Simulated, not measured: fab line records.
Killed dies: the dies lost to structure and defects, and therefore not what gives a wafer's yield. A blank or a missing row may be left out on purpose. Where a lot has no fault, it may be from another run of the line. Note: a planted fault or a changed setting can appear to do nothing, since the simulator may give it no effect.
Chamber matching | flow nand-harc | NHARC_P_M2_PRE_CLEAN_32 on pecvd-01 has 3 sister chambers
The step time 12 s. 3 wafers are shown with their chamber, then 12 later ones without.

EACH WAFER AND ITS CHAMBER
wafer  | chamber | heater-power-w (W)
L087.2 | 0       | 662
L088.1 | 1       | 764
L088.4 | 2       | 566

WAFERS MISSING THEIR CHAMBER
wafer  | heater-power-w (W)
L090.1 | 724
L090.2 | 569
L090.4 | 563
L091.1 | 619
L091.3 | 765
L091.5 | 598
L093.2 | 637
L093.3 | 748
L093.5 | 738
L097.2 | 733
L097.4 | 634
L097.5 | 609

THE CHAMBER EACH PASSED THROUGH
wafer  | from the rows above     | in truth
L090.1 | can't be placed: 1 or 0 | 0
L090.2 | 2                       | 2
L090.4 | 2                       | 2
L091.1 | can't be placed: 0 or 2 | 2
L091.3 | 1                       | 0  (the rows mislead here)
L091.5 | can't be placed: 2 or 0 | 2
L093.2 | can't be placed: 0 or 2 | 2
L093.3 | 1                       | 1
L093.5 | can't be placed: 1 or 0 | 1
L097.2 | can't be placed: 1 or 0 | 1
L097.4 | can't be placed: 0 or 2 | 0
L097.5 | can't be placed: 2 or 0 | 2
3 of 12 placed correctly. Unplaceable from these rows: 8, with the true chamber sitting among the candidates in 8. Number placed wrongly: 1.
How it was worked out, from the rows above alone: a wafer's distance from a chamber is the root of the sum, over the readings, of the square of ((its reading less the chamber's mean) divided by the reading's scatter). The wafer belongs to the nearest chamber; if the next one is less than 2 further off, it can't be placed. The mean given for a chamber averages the wafers shown for that chamber. The scatter (one wafer shown for each chamber): square how far every hidden wafer sits from the nearest shown wafer, average those squares and take the square root.
